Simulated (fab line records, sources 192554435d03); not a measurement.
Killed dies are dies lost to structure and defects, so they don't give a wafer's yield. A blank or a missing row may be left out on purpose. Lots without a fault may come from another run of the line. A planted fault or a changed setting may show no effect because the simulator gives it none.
Which tool did it? | flow n5_finfet | 12 lots, 36 wafers sampled, at 2 steps of a route of 1938

WHAT THE GAUGES READ, wafer by wafer
N5_BEOL_M4_CD_MEAS_35: target cd 18 nm, target cd y 22.4 nm.
lot  | measured     | on        | cd_nm (nm)
L076 | day 9 01:35  | cd_sem-03 | 17.9 17.4 17.8
L077 | day 9 02:20  | cd_sem-02 | 18.4 18.4 17.9
L080 | day 9 05:23  | cd_sem-02 | 17.2 18.0 18.0
L082 | day 10 06:07 | cd_sem-01 | 17.7 18.2 17.9
L084 | day 10 09:22 | cd_sem-03 | 17.1 17.9 18.1
L085 | day 11 06:58 | cd_sem-01 | 18.7 17.7 18.3
L088 | day 11 11:14 | cd_sem-01 | 18.5 18.1 18.7
L089 | day 11 15:02 | cd_sem-02 | 17.3 17.4 17.7
L090 | day 12 10:44 | cd_sem-03 | 18.1 18.3 18.4
L093 | day 12 18:26 | cd_sem-02 | 17.3 17.0 17.9
L095 | day 13 09:40 | cd_sem-02 | 17.9 17.4 18.0
L096 | day 14 09:05 | cd_sem-02 | 18.1 18.0 17.8

WHICH TOOL RAN EACH LOT (tool, then ch and the chambers of the sampled wafers, then the start)
lot  | N5_BEOL_M4_STRIP_19
L076 | rie_diel-01 ch 1,2, day 8 07:57
L077 | rie_diel-01 ch 0,1,2, day 8 11:27
L080 | rie_diel-03 ch 0,2,3, day 8 22:08
L082 | rie_diel-03 ch 0,2, day 9 22:41
L084 | rie_diel-03 ch 0,1,3, day 10 07:35
L085 | rie_diel-05 ch 2,3, day 10 23:03
L088 | rie_diel-05 ch 1,2,3, day 11 07:40
L089 | rie_diel-01 ch 1,3, day 11 12:07
L090 | rie_diel-01 ch 1,2, day 11 20:29
L093 | rie_diel-01 ch 0,2, day 12 16:01
L095 | rie_diel-01 ch 0,1,2, day 13 02:04
L096 | rie_diel-01 ch 0,1,2, day 13 21:50
- N5_BEOL_M4_STRIP_19: strips in O2.

THE ANSWER, worked out from the rows above alone
Rule: what is usual is taken from the lots themselves. Put in order of their means at a reading, lots are off if they are a third of the lots or fewer, leave a main group of 4 or more, and stand apart from it by a gap of 3 or more times the standard deviation of the main group's means; of several such gaps the widest counts. A main group whose means are all the same, to the digits that the tables above print for the reading, isn't used. A lot without any number at a reading at which 4 lots or more have one is off too. The other lots that the step has rows for count as sound.
No lot is off at any reading shown: from this, nothing can be told.

WHAT THE SIMULATOR HAD PUT IN
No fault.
